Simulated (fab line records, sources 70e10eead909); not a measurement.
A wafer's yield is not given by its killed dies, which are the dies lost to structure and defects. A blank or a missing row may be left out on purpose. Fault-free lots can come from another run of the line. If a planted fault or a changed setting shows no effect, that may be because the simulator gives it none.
fab line records    flow nandHarc
[record] lots = 7  wafers = 19  lastDay = 24
route steps=1159 shown A_BONDPAD@1065 END@1159
lots that met no fault: from a run of the same line without faults
startH: hours from the record's first day to the start of the lot's first wafer shown    waitH: time in hours since the lot's previous step    " unchanged from the row above    L1.1+2: a single row standing in for several wafers    - value missing, or start not given    * or withheld: withheld    < > ~ a bound
route shown NAME@n: NAME is a module with steps in the file, n the number in the route of the first one    usual: average and standard deviation across the fault-free wafers    same: alike in all rows    chamber/n: place in a boat    sites: each site's reading    _std_site: the standard deviation of these    _edge_site: outer sites' mean less inner sites'    radiusMm: for every site, how far away it sits from the centre of the wafer    mask NAME#n: copy n    behind: tool/chamber where the wafer was last shaped    hold: cause of the lot's hold/its duration in hours/its outcome    device: the transistor (n, p or np) that didn't switch    end of line: at the end of the route, the tests of the same wafers    for a step that has no rows: nothing shown but its recipe    killed: count of dies lost to structure and defects at first sort (not the wafer's yield)    map: the dies of a wafer, with x for killed, . for not killed, _ for no die there
set.NAME: the setting the step ran with; set.NAME@STEP: the setting that earlier step ran with    model.NAME: the simulator's own value behind a step, which no gauge read
lots at some steps of the route; a table a step, a row a wafer
services: the hour from which a tool's chamber was out of use, counted from the record's first day as startH (under 0 if before that day), plus the number of hours and why
[[steps]]
[step NHARC_A_BONDPAD_COAT_33]
[recipe] tempC = 200  timeS = 65
[step NHARC_A_BONDPAD_COAT_03]
[recipe] spinRpm = 2000  resistThkNm = 600
[step NHARC_A_BONDPAD_SOFTBAKE_04]
[recipe] tempC = 125  timeS = 70
[step NHARC_A_BONDPAD_EBR_05]
[step NHARC_A_BONDPAD_EXPOSE_06]
[recipe] na = 0.55  doseMj = 36.99  maskId = A_BPAD
[step NHARC_A_BONDPAD_PEB_07]
[recipe] pebTempC = 128  pebTimeS = 80
[step NHARC_A_BONDPAD_DEVELOP_08]
[recipe] timeS = 50  devTempC = 22
[step NHARC_A_BONDPAD_CD_MEAS_09]
[recipe] targetCdNm = 500  landingEnergyEv = 500
[usual] cdNm = 500.9/1.7
[same] landingEnergyEv = 500
lot.wafer  tool      chamber  startH  waitH  cdNm
L815.4     cdSem-02  0        410.17  -      499.3
L815.5     "         0        "       "      502.3
L815.6     "         0        "       "      500.0
L818.2     cdSem-03  0        421.17  -      500.7
L818.4     "         0        "       "      498.2
L818.5     "         0        "       "      500.6
L822.2     cdSem-01  0        463.08  -      501.9
L822.4     "         0        "       "      502.0
L822.6     "         0        "       "      499.6
L824.1     cdSem-01  0        466.90  -      498.9
L824.5     "         0        "       "      499.3
L824.6     "         0        "       "      501.6
L826.3     cdSem-02  0        482.30  -      503.9
L833.1     cdSem-02  0        517.88  -      502.6
L833.4     "         0        "       "      499.8
L833.5     "         0        "       "      503.2
L835.3     cdSem-03  0        534.98  -      501.8
L835.5     "         0        "       "      503.5
L835.6     "         0        "       "      498.9
[step NHARC_A_BONDPAD_OVL_MEAS_35]
[usual] overlayXNm = 1/5.6  overlayYNm = 0/5.5
lot.wafer  tool        chamber  startH  waitH  overlayXNm  overlayYNm
L815.4     overlay-02  -        410.25  -      0           -3
L815.5     "           -        "       "      0           -3
L815.6     "           -        "       "      0           -3
L818.2     overlay-01  -        421.25  -      8           -4
L818.4     "           -        "       "      8           -4
L818.5     "           -        "       "      7           -4
L822.2     overlay-02  -        463.16  -      2           0
L822.4     "           -        "       "      2           0
L822.6     "           -        "       "      2           0
L824.1     overlay-02  -        466.99  -      0           5
L824.5     "           -        "       "      1           5
L824.6     "           -        "       "      1           5
L826.3     overlay-02  -        482.38  -      2           4
L833.1     overlay-02  -        517.97  -      -11         -1
L833.4     "           -        "       "      -11         -1
L833.5     "           -        "       "      -11         -1
L835.3     overlay-02  -        535.07  -      -4          1
L835.5     "           -        "       "      -3          1
L835.6     "           -        "       "      -3          1
[step NHARC_A_BONDPAD_HARDBAKE_10]
[recipe] tempC = 118  timeS = 65
[step NHARC_A_BONDPAD_DESCUM_11]
[recipe] timeS = 3  o2FlowSccm = 200  arFlowSccm = 0  biasPowerW = 0  chemistry = O2
[step NHARC_A_BONDPAD_ETCH_34]
[recipe] targetDepthA = 600  overetchA = 180  timeS = 65.91  ionEnergyEv = 200  n2FlowSccm = 150  h2FlowSccm = 150  arFlowSccm = 0  rfW = 400  biasW = 150  chemistry = N2/H2
[step NHARC_A_BONDPAD_ETCH_12]
[recipe] targetDepthA = 2200  timeS = 110  chf3FlowSccm = 50  o2FlowSccm = 10  arFlowSccm = 200  rfW = 500  biasW = 200  chemistry = CHF3/O2
[usual] drypumpMotorCurrentA = 5.6/0.46  oesProductAu = 0.946/0.024  rfVppV = 370.3/2.9  showerheadPlenumPTorr = 2.39/0.13  throttleValvePct = 20.573/0.0098
lot.wafer  tool        chamber  startH  waitH  drypumpMotorCurrentA  oesProductAu  rfHoursCounterH  rfVppV  showerheadPlenumPTorr  throttleValvePct
L815.4     rieDiel-06  3        410.56  -      5.8                   0.981         6                371.5   2.48                   20.579
L815.5     "           2        "       "      6.0                   0.967         -                366.5   2.25                   20.587
L815.6     "           3        "       "      5.8                   0.989         -                372.6   2.48                   20.566
L818.4     rieDiel-03  1        421.55  -      6.4                   0.970         3                368.3   2.24                   20.567
L818.2     "           0        "       "      5.6                   0.963         4                370.4   2.40                   20.582
L818.5     "           2        "       "      5.7                   0.955         -                373.5   2.54                   20.583
L822.2     rieDiel-06  0        463.47  -      5.5                   0.986         1                370.7   2.40                   20.553
L822.4     "           2        "       "      6.0                   0.955         1                369.3   2.25                   20.581
L822.6     "           0        "       "      5.5                   0.992         -                370.1   2.40                   20.577
L824.1     rieDiel-06  2        467.31  -      6.0                   0.971         1                367.0   2.25                   20.567
L824.6     "           0        "       "      5.4                   0.968         -                369.2   2.40                   20.583
L824.5     "           1        "       "      4.8                   0.967         -                367.9   2.25                   20.586
L826.3     rieDiel-06  2        482.70  -      6.0                   0.991         2                368.5   2.25                   20.575
L833.1     rieDiel-03  1        518.47  -      6.4                   0.911         20               367.0   2.24                   20.566
L833.5     "           3        "       "      5.3                   0.933         -                374.8   2.59                   20.557
L833.4     "           1        "       "      6.4                   0.913         -                366.3   2.24                   20.571
L835.3     rieDiel-03  2        535.37  -      5.7                   0.925         24               374.1   2.53                   20.567
L835.6     "           2        "       "      5.7                   0.915         -                373.2   2.53                   20.579
L835.5     "           3        "       "      5.3                   0.928         -                374.1   2.59                   20.564
[step NHARC_A_BONDPAD_CD_MEAS_13]
[usual] cdNm = 500.6/1.9
lot.wafer  tool      chamber  startH  waitH  cdNm
L815.4     cdSem-02  -        410.70  -      499.5
L815.5     "         -        "       "      502.6
L815.6     "         -        "       "      500.2
L818.2     cdSem-01  -        421.69  -      501.0
L818.4     "         -        "       "      497.7
L818.5     "         -        "       "      501.1
L822.2     cdSem-02  -        463.61  -      502.7
L822.4     "         -        "       "      500.2
L822.6     "         -        "       "      498.5
L824.1     cdSem-03  -        467.43  -      498.4
L824.5     "         -        "       "      499.4
L824.6     "         -        "       "      501.0
L826.3     cdSem-02  -        482.83  -      502.6
L833.1     cdSem-02  -        518.61  -      502.3
L833.4     "         -        "       "      500.0
L833.5     "         -        "       "      502.9
L835.3     cdSem-02  -        535.51  -      501.4
L835.5     "         -        "       "      503.3
L835.6     "         -        "       "      498.7
[step NHARC_A_BONDPAD_STRIP_15]
[recipe] o2FlowSccm = 500  arFlowSccm = 0  biasW = 0  chemistry = O2
[usual] drypumpMotorCurrentA = 5.6/0.46  oesProductAu = 0.996/0.0098  rfVppV = 57.7/0.93  showerheadPlenumPTorr = 3.49/0.17  throttleValvePct = 17.036/0.0084
lot.wafer  tool        chamber  startH  waitH  drypumpMotorCurrentA  oesProductAu  rfHoursCounterH  rfVppV  showerheadPlenumPTorr  throttleValvePct
L815.4     rieDiel-06  3        410.76  0.1    5.8                   1.014         6                58.0    3.64                   17.029
L815.5     "           3        "       "      5.8                   1.011         -                56.3    3.64                   17.041
L815.6     "           0        "       "      5.5                   1.022         -                57.5    3.53                   17.041
L818.4     rieDiel-03  1        421.81  0.1    6.4                   0.989         3                58.3    3.30                   17.029
L818.2     "           2        "       "      5.7                   1.000         4                59.0    3.72                   17.031
L818.5     "           0        "       "      5.5                   0.989         -                58.2    3.53                   17.037
L822.4     rieDiel-06  0        463.69  0.1    5.5                   1.011         1                58.8    3.53                   17.063
L822.2     "           2        "       "      6.0                   1.001         1                57.2    3.30                   17.041
L822.6     "           1        "       "      4.8                   0.993         -                57.1    3.31                   17.035
L824.1     rieDiel-03  2        467.52  0.1    5.7                   0.991         11               59.7    3.72                   17.041
L824.5     "           1        "       "      6.4                   0.974         -                57.1    3.30                   17.049
L824.6     "           2        "       "      5.7                   0.990         -                59.2    3.72                   17.028
L826.3     rieDiel-06  1        482.91  0.1    4.8                   0.992         2                57.4    3.31                   17.041
L833.4     rieDiel-06  1        518.70  0.1    4.8                   0.990         3                58.2    3.31                   17.029
L833.1     "           2        "       "      6.1                   0.983         3                55.7    3.30                   17.036
L833.5     "           1        "       "      4.8                   0.998         -                57.8    3.31                   17.044
L835.3     rieDiel-06  0        535.63  0.1    5.5                   0.997         4                58.1    3.52                   17.049
L835.5     "           1        "       "      4.8                   0.997         -                57.2    3.31                   17.028
L835.6     "           2        "       "      6.0                   0.987         -                56.1    3.30                   17.023
[step NHARC_A_BONDPAD_ETCH_24]
[recipe] targetDepthA = 300  overEtchFrac = 0.3  timeS = 72.99  ionEnergyEv = 150  cf4FlowSccm = 50  n2FlowSccm = 100  arFlowSccm = 150  rfW = 300  biasW = 100  chemistry = CF4/N2
[step NHARC_A_BONDPAD_STRIP_16]
[recipe] timeS = 600  tempC = 30  chemistry = postEtchResidueRemover
[step NHARC_A_BONDPAD_DEGAS_25]
[recipe] tempC = 300  timeS = 60
[step NHARC_A_BONDPAD_PRE_CLEAN_26]
[recipe] timeS = 30  tempC = 280  gas = H2/He
[usual] heaterPowerW = 396/32
lot.wafer  tool           chamber  startH  waitH  heaterPowerW
L815.4     pvdSputter-01  -        -       -      381
L815.6     "              -        "       "      396
L815.5     "              -        "       "      389
L818.2     pvdSputter-03  -        -       -      435
L818.4     "              -        "       "      385
L818.5     "              -        "       "      411
L822.4     pvdSputter-02  -        -       -      335
L822.2     "              -        "       "      402
L822.6     "              -        "       "      341
L824.1     pvdSputter-01  -        -       -      400
L824.6     "              -        "       "      375
L824.5     "              -        "       "      411
L826.3     pvdSputter-01  -        -       -      405
L833.4     pvdSputter-02  -        -       -      395
L833.1     "              -        "       "      339
L833.5     "              -        "       "      338
L835.3     pvdSputter-03  -        -       -      392
L835.5     "              -        "       "      438
L835.6     "              -        "       "      411
[step NHARC_A_BONDPAD_PVD_17]
[recipe] targetThkA = 50  biasV = 168.6  powerW = 15000  chamberPressurePa = 0.12  timeS = 8.06  substrateTempC = 50  material = TaN
[step NHARC_A_BONDPAD_PVD_27]
[recipe] targetThkA = 300  chamberPressurePa = 5  powerW = 5000  substrateTempC = 30  timeS = 20.49  material = Cu
[usual] throttleValvePct = 30.3/0.81
lot.wafer  tool           chamber  startH  waitH  throttleValvePct
L815.4     pvdSputter-01  -        -       -      32.4
L815.5     "              -        "       "      29.7
L815.6     "              -        "       "      29.2
L818.4     pvdSputter-03  -        -       -      30.5
L818.2     "              -        "       "      31.1
L818.5     "              -        "       "      30.3
L822.4     pvdSputter-02  -        -       -      30.3
L822.2     "              -        "       "      30.7
L822.6     "              -        "       "      30.2
L824.1     pvdSputter-01  -        -       -      30.8
L824.5     "              -        "       "      29.8
L824.6     "              -        "       "      29.2
L826.3     pvdSputter-01  -        -       -      30.1
L833.4     pvdSputter-02  -        -       -      30.2
L833.1     "              -        "       "      30.5
L833.5     "              -        "       "      30.9
L835.3     pvdSputter-03  -        -       -      30.8
L835.6     "              -        "       "      29.5
L835.5     "              -        "       "      30.5
[step NHARC_A_BONDPAD_ECD_18]
[recipe] targetThkA = 4000  bathTempC = 25  material = Cu
[step NHARC_A_BONDPAD_ANNEAL_28]
[recipe] tempC = 225  timeS = 90
[usual] wafer_temp_C_max = 226.3/0.33
lot.wafer  tool          chamber  startH  waitH  wafer_temp_C_max
L815.4     rtpAnneal-02  0        412.22  -      226.8
L815.5     "             0        "       "      226.0
L815.6     "             0        "       "      226.8
L818.2     rtpAnneal-02  0        423.16  0.3    226.0
L818.4     "             0        "       "      226.1
L818.5     "             0        "       "      226.1
L822.2     rtpAnneal-01  0        465.03  0.4    225.8
L822.4     "             0        "       "      225.6
L822.6     "             0        "       "      225.8
L824.1     rtpAnneal-01  0        468.86  0.3    225.9
L824.5     "             0        "       "      226.0
L824.6     "             0        "       "      226.4
L826.3     rtpAnneal-02  0        484.29  0.3    226.8
L833.1     rtpAnneal-02  0        520.01  -      226.6
L833.4     "             0        "       "      226.6
L833.5     "             0        "       "      226.8
L835.3     rtpAnneal-02  0        537.14  -      226.8
L835.5     "             0        "       "      227.0
L835.6     "             0        "       "      226.3
[step NHARC_A_BONDPAD_CMP_19]
[recipe] tOverpolishS = 30  cuRecessTouchS = 16  targetThkNm = 169.8
[usual] motorCurrentA = 12.3/0.92  overpolishRunS = 30.000/0.0091  slurryFilterDpKPa = 13.52/0.13
lot.wafer  tool    chamber  startH  waitH  motorCurrentA  overpolishRunS  slurryFilterDpKPa
L815.4     cmp-01  1        412.50  -      12.5           30.002          13.29
L815.6     "       2        "       "      12.2           29.992          13.42
L815.5     "       3        "       "      13.6           30.009          13.40
L818.4     cmp-04  1        423.45  -      11.2           30.007          13.35
L818.2     "       3        "       "      13.8           29.975          13.56
L818.5     "       1        "       "      11.5           30.003          13.55
L822.4     cmp-01  3        465.35  -      12.6           29.989          13.66
L822.2     "       1        "       "      11.5           30.020          13.80
L822.6     "       2        "       "      11.2           29.993          13.48
L824.1     cmp-02  0        469.20  -      12.5           30.002          13.29
L824.5     "       0        "       "      11.7           29.998          13.56
L824.6     "       1        "       "      11.1           30.007          13.68
L826.3     cmp-01  3        484.62  -      13.4           30.000          13.42
L833.4     cmp-02  1        520.38  -      11.2           29.980          13.64
L833.1     "       2        "       "      11.6           29.990          13.69
L833.5     "       1        "       "      11.5           29.986          13.70
L835.3     cmp-01  3        537.41  -      13.2           29.982          13.72
L835.6     "       2        "       "      12.0           30.008          13.52
L835.5     "       3        "       "      13.1           30.005          13.54
[step NHARC_A_BONDPAD_THK_MEAS_20]
[recipe] thkMeasGauge = xrf
[usual] thkNm = 169.5/1.5
lot.wafer  tool          chamber  startH  waitH  thkNm
L815.4     filmMetro-01  -        412.74  -      168.8
L815.5     "             -        "       "      167.4
L815.6     "             -        "       "      171.7
L818.2     filmMetro-02  -        423.78  -      170.8
L818.4     "             -        "       "      171.9
L818.5     "             -        "       "      171.0
L822.2     filmMetro-01  -        465.65  -      169.3
L822.4     "             -        "       "      168.8
L822.6     "             -        "       "      170.3
L824.1     filmMetro-01  -        469.53  -      170.6
L824.5     "             -        "       "      168.1
L824.6     "             -        "       "      170.9
L826.3     filmMetro-01  -        484.86  -      169.3
L833.1     filmMetro-02  -        520.67  -      171.0
L833.4     "             -        "       "      171.4
L833.5     "             -        "       "      172.5
L835.3     filmMetro-02  -        537.71  -      170.2
L835.5     "             -        "       "      170.1
L835.6     "             -        "       "      173.0
[step NHARC_A_BONDPAD_SRD_21]
[recipe] timeS = 30  tempC = 23  dryTimeS = 20  spinRpm = 1500
[step NHARC_END_SORT_01]
[recipe] tempC = 25
[usual] defectLimitedYield = 95.7/1.4  killedAtArray = 25/9.2  killedAtOther = 0.9/1.3  killedAtPeriphery = 3.3/2.3  killedDies = 29/9.6  killedOpen = 3.2/1.8  killedShort = 2/1.4  sort_bin_2_pct = 1.3/0.65  sort_bin_3_pct = 0.25/0.21  sort_bin_4_pct = 2.8/0.9  sortNPass = 648/9.6  sortRimYieldPct = 94/3  sortYieldPct = 95.7/1.4
[same] grossDies = 677  sort_bin_5_pct[%] = 0  sort_bin_6_pct[%] = 0  sort_bin_7_pct[%] = 0  sort_bin_8_pct[%] = 0  sortRimNGross = 106.00
lot.wafer  tool       chamber  startH  waitH  defectLimitedYield[%]  killedAtArray  killedAtOther  killedAtPeriphery  killedDies  killedOpen  killedShort  sort_bin_2_pct[%]  sort_bin_3_pct[%]  sort_bin_4_pct[%]  sortNPass  sortRimYieldPct[%]  sortYieldPct[%]
L815.4     prober-01  0        445.70  3.4    95.0                   31             0              3                  34          6           1            2.1                0.15               2.8                643        93                  95.0
L815.5     prober-01  0        446.51  3.7    95.0                   33             0              1                  34          2           3            1.5                0.44               3.1                643        91                  95.0
L815.6     prober-01  0        447.32  4.0    95.6                   29             0              1                  30          6           4            0.9                0.15               3.4                647        94                  95.6
L818.2     prober-01  0        451.94  2.8    94.5                   33             0              4                  37          5           2            1.8                0.44               3.2                640        93                  94.5
L818.4     prober-01  0        453.57  3.4    95.6                   28             0              2                  30          3           2            0.7                0.30               3.4                647        94                  95.6
L818.5     prober-01  0        454.38  3.8    95.9                   25             1              2                  28          4           0            1.3                0.15               2.7                649        97                  95.9
L824.1     prober-02  0        503.53  2.5    80.8                   122            3              5                  130         4           3            8.4                3.55               7.2                547        94                  80.8
L824.5     prober-02  0        506.68  3.6    95.9                   23             3              2                  28          1           1            1.6                0.30               2.2                649        93                  95.9
L824.6     prober-02  0        507.46  3.9    94.8                   32             1              2                  35          5           1            1.5                0.44               3.2                642        95                  94.8
L822.2     prober-01  0        506.40  2.8    96.2                   23             0              3                  26          6           0            1.0                0.15               2.7                651        93                  96.2
L822.4     prober-01  0        508.01  3.4    84.9                   100            0              2                  102         1           2            6.5                3.55               5.0                575        95                  84.9
L822.6     prober-01  0        509.62  4.0    96.6                   22             0              1                  23          4           0            1.5                0                  1.9                654        96                  96.6
L826.3     prober-02  0        522.33  3.1    80.6                   127            0              4                  131         2           1            7.8                4.87               6.6                546        93                  80.6
L833.1     prober-01  0        559.48  2.5    97.5                   15             1              1                  17          3           3            0.9                0.15               1.5                660        93                  97.5
L833.4     prober-01  0        561.88  3.4    97.9                   12             1              1                  14          3           1            0.4                0                  1.6                663        98                  97.9
L833.5     prober-01  0        562.69  3.7    98.1                   10             1              2                  13          4           1            0.4                0.15               1.3                664        94                  98.1
L835.3     prober-02  0        576.60  3.1    94.2                   31             2              6                  39          3           0            1.5                0.15               4.1                638        92                  94.2
L835.5     prober-02  0        578.20  3.7    92.0                   44             0              10                 54          7           2            4.3                0.30               3.4                623        92                  92.0
L835.6     prober-02  0        579.00  4.0    94.2                   33             2              4                  39          0           2            2.4                0.59               2.8                638        92                  94.2
// killed by level:class
L815.4 A_CHANNEL_HOLE_D1:chamberFilmFlake=13 A_WL_FILL:chamberFilmFlake=5 A_CONTACT:geometricParticle:open=3 A_STAIRCASE:chamberFilmFlake=3 A_SLIT:chamberFilmFlake=3 A_CONTACT:chamberFilmFlake=3 P_M1:geometricParticle:open=2 P_M0:geometricParticle:open=1
L815.5 A_CHANNEL_HOLE_D1:chamberFilmFlake=11 A_SLIT:chamberFilmFlake=7 A_STAIRCASE:chamberFilmFlake=5 A_CONTACT:chamberFilmFlake=4 A_WL_FILL:chamberFilmFlake=2 P_CONTACT:geometricParticle:open=1 A_SOURCE_PLATE:geometricParticle:short=1 A_ONON_D1:geometricParticle:short=1
L815.6 A_CHANNEL_HOLE_D1:chamberFilmFlake=6 A_SLIT:chamberFilmFlake=5 A_WL_FILL:chamberFilmFlake=4 A_CONTACT:chamberFilmFlake=3 A_CONTACT:geometricParticle:open=2 A_M0:geometricParticle:short=2 A_STAIRCASE:chamberFilmFlake=2 P_STI:geometricParticle:open=1
L818.2 A_CHANNEL_HOLE_D1:chamberFilmFlake=11 A_STAIRCASE:chamberFilmFlake=7 A_SLIT:chamberFilmFlake=7 P_CONTACT:geometricParticle:open=2 A_ONON_D1:geometricParticle:open=2 A_WL_FILL:chamberFilmFlake=2 P_M0:geometricParticle:open=1 A_CHANNEL_FILL_D1:geometricParticle:short=1
L818.4 A_CHANNEL_HOLE_D1:chamberFilmFlake=15 A_SLIT:chamberFilmFlake=8 A_WL_FILL:geometricParticle:short=2 P_M0:geometricParticle:open=1 A_ONON_D1:geometricParticle:open=1 A_BLC:geometricParticle:open=1 P_ZERO_WELL:chamberFilmFlake=1 A_ZERO_WELL:chamberFilmFlake=1
L818.5 A_CHANNEL_HOLE_D1:chamberFilmFlake=12 A_SLIT:chamberFilmFlake=5 A_STAIRCASE:chamberFilmFlake=3 A_CONTACT:geometricParticle:open=2 A_CONTACT:chamberFilmFlake=2 P_CONTACT:geometricParticle:open=1 P_M0:geometricParticle:open=1 A_WL_FILL:chamberFilmFlake=1
L824.1 A_BONDPAD:unspecified=90 A_CHANNEL_HOLE_D1:chamberFilmFlake=20 A_STAIRCASE:chamberFilmFlake=4 THIN_TSV:chamberFilmFlake=3 A_CONTACT:chamberFilmFlake=2 P_M0:geometricParticle:short=1 P_M1:geometricParticle:short=1 A_ONON_D1:geometricParticle:open=1
L822.2 A_SLIT:chamberFilmFlake=6 A_CHANNEL_HOLE_D1:chamberFilmFlake=4 A_WL_FILL:chamberFilmFlake=3 A_CONTACT:chamberFilmFlake=3 A_M0:geometricParticle:open=2 P_ZERO_WELL:chamberFilmFlake=2 P_CONTACT:geometricParticle:open=1 A_CHANNEL_HOLE_D1:geometricParticle:open=1
L824.5 A_CHANNEL_HOLE_D1:chamberFilmFlake=11 A_STAIRCASE:chamberFilmFlake=6 THIN_TSV:chamberFilmFlake=3 A_SGD_CUT:chamberFilmFlake=3 A_CONTACT:chamberFilmFlake=2 P_M1:geometricParticle:open=1 A_CONTACT:geometricParticle:short=1 P_ZERO_WELL:chamberFilmFlake=1
L824.6 A_CHANNEL_HOLE_D1:chamberFilmFlake=15 A_CONTACT:chamberFilmFlake=5 A_STAIRCASE:chamberFilmFlake=3 A_M0:geometricParticle:open=2 P_BONDPAD:chamberFilmFlake=2 A_SGD_CUT:chamberFilmFlake=2 A_ONON_D1:geometricParticle:open=1 A_SGD_CUT:geometricParticle:short=1
L822.4 A_BONDPAD:unspecified=84 A_SLIT:chamberFilmFlake=7 P_ZERO_WELL:chamberFilmFlake=2 A_CHANNEL_HOLE_D1:chamberFilmFlake=2 A_WL_FILL:chamberFilmFlake=2 A_STAIRCASE:geometricParticle:short=1 A_CONTACT:geometricParticle:open=1 A_M0:geometricParticle:short=1
L822.6 A_SLIT:chamberFilmFlake=5 A_STAIRCASE:chamberFilmFlake=4 A_WL_FILL:chamberFilmFlake=4 A_M0:geometricParticle:open=2 A_CHANNEL_HOLE_D1:chamberFilmFlake=2 A_CONTACT:chamberFilmFlake=2 A_BLC:geometricParticle:open=1 A_M1:geometricParticle:open=1
L826.3 A_BONDPAD:unspecified=100 A_CHANNEL_HOLE_D1:chamberFilmFlake=15 A_STAIRCASE:chamberFilmFlake=3 A_WL_FILL:chamberFilmFlake=3 P_M0:geometricParticle:open=2 P_ZERO_WELL:chamberFilmFlake=2 A_ZERO_WELL:chamberFilmFlake=2 A_CHANNEL_FILL_D1:chamberFilmFlake=2
L833.1 A_CHANNEL_HOLE_D1:chamberFilmFlake=5 A_CONTACT:chamberFilmFlake=3 A_CONTACT:geometricParticle:open=2 A_ONON_D1:geometricParticle:short=1 A_ONON_D1:geometricParticle:open=1 A_CONTACT:geometricParticle:short=1 A_M0:geometricParticle:short=1 P_STI:chamberFilmFlake=1
L833.4 A_CHANNEL_HOLE_D1:chamberFilmFlake=3 A_CONTACT:chamberFilmFlake=3 A_M0:geometricParticle:open=2 A_WL_FILL:geometricParticle:short=1 A_BLC:geometricParticle:open=1 P_STI:chamberFilmFlake=1 A_CHANNEL_FILL_D1:chamberFilmFlake=1 A_SLIT:chamberFilmFlake=1
L833.5 A_CHANNEL_HOLE_D1:chamberFilmFlake=4 A_CONTACT:geometricParticle:open=2 A_CONTACT:chamberFilmFlake=2 P_M0:geometricParticle:open=1 A_CHANNEL_FILL_D1:geometricParticle:short=1 A_CHANNEL_FILL_D1:geometricParticle:open=1 P_M1:chamberFilmFlake=1 THIN_TSV:chamberFilmFlake=1
L835.3 A_CHANNEL_HOLE_D1:chamberFilmFlake=19 A_SLIT:chamberFilmFlake=6 P_STI:chamberFilmFlake=2 P_M2:chamberFilmFlake=2 A_WL_FILL:chamberFilmFlake=2 A_CONTACT:chamberFilmFlake=2 P_CONTACT:geometricParticle:open=1 A_CONTACT:geometricParticle:open=1
L835.5 A_CHANNEL_HOLE_D1:chamberFilmFlake=18 A_SLIT:chamberFilmFlake=12 P_M2:chamberFilmFlake=6 A_CONTACT:chamberFilmFlake=4 P_CONTACT:geometricParticle:open=2 A_CHANNEL_FILL_D1:geometricParticle:open=2 A_CONTACT:geometricParticle:open=2 P_GATE:chamberFilmFlake=2
L835.6 A_CHANNEL_HOLE_D1:chamberFilmFlake=12 A_SLIT:chamberFilmFlake=11 A_CONTACT:chamberFilmFlake=6 P_M2:chamberFilmFlake=2 A_WL_FILL:chamberFilmFlake=2 THIN_TSV:chamberFilmFlake=2 P_CONTACT:geometricParticle:short=1 A_CONTACT:geometricParticle:short=1
// map L822.4 (x killed, . not)
____________.____________
_________......._________
_______....x......_______
______.............______
_____..............._____
____.................____
____....x............____
___..............x....___
___...................___
__.....................__
__.....................__
_...................x..._
_...................x..._
_........x.......x.xxx.._
_...............xxxxxx.._
_.....x........xxxxxxxx._
................xxxxxxxx.
......x.x.......xxxxxxxx.
..............x.xxxxxxxx.
................xxxxxxxx.
...............xxxxxxxxx.
_................xxxxx.x_
_................xxxxx.._
_....x...........xxxxx.._
_.................xxx..._
_.................xxx..._
__......x..............__
__.....................__
___...................___
___...................___
____......x..........____
____.................____
_____..............._____
______.....xx......______
_______....xx....._______
_________.x..x.x_________
____________x____________
// map L824.1 (x killed, . not)
____________.____________
_________......._________
_______..........._______
______.............______
_____..............._____
____.................____
____......x......x...____
___...........x.......___
___...................___
__.................x...__
__............x....x...__
_...............x.....x._
_................x.x...._
_...............xxxxxxx._
_....xx........xxxxxxx.._
_..............xxxxxxxx._
...x...........xxxxxxx.x.
...............xxxxxxxxx.
...............x.xxxxxx..
.....x.........xxxxxxxxx.
...............xxxxxxxx..
_.......x.......xxxxxxx._
_x.............x.xxxxxx._
_................xxxxx.._
_.........x.....xxxx...._
_.x........x............_
__................x..x.__
__.x......x............__
___x.............x....___
___..........x..x.....___
____.........xx.x....____
____.......xxx..x....____
_____.......xx..x..._____
______.....xx.x.x.x______
_______......x...._______
_________.....x._________
____________.____________
[[services]]
tool           chamber  startH  hours  kind
pvdSputter-02  -        392.03  10.0   pm
rieDiel-03     -        392.30  9.0    pm
rieDiel-06     3        393.27  5.8    repair
rtpAnneal-02   -        397.18  2.6    repair
rieDiel-06     0        397.30  -      clean
rieDiel-06     1        397.30  -      clean
rieDiel-06     2        397.30  -      clean
cmp-02         -        397.79  1.1    repair
pvdSputter-03  -        398.68  3.1    repair
cmp-04         -        399.13  4.0    pm
pvdSputter-02  -        408.58  4.6    repair
rieDiel-06     3        414.76  2.9    repair
rieDiel-06     -        418.33  9.0    pm
pvdSputter-01  -        420.15  4.5    repair
cmp-02         -        422.66  4.0    pm
rieDiel-06     -        429.95  0.6    repair
cmp-02         -        445.32  2.6    repair
pvdSputter-03  -        458.00  10.0   pm
cmp-01         -        473.53  4.0    pm
cmp-04         -        497.13  4.0    pm
rieDiel-03     0        507.85  12.3   repair
pvdSputter-01  -        515.20  10.0   pm
cmp-02         -        520.66  4.0    pm
cmp-04         -        524.49  6.1    repair
[[key]]
[firstSign] step = NHARC_END_SORT_01  reading = killedAtArray  direction = up  sigmas = 9.9  usual = 25  struck = 116
[effect] step = NHARC_END_SORT_01  reading = killedDies  direction = up  sigmas = 9.5  usual = 29  struck = 121
[moreKillsBornAt] NHARC_A_BONDPAD_ETCH_12@rieDiel-06 = 274
metAt NHARC_A_BONDPAD_ETCH_12
struckWafers L822.4,L824.1,L826.3
onsetBetween 410.56 463.47
[fault] kind = chamberParticleSource  tool = rieDiel-06  chamber = 2  onsetH = 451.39  steps = NHARC_A_BONDPAD_ETCH_12  ratePerVisitCm2 = 1.0489  endH = 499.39
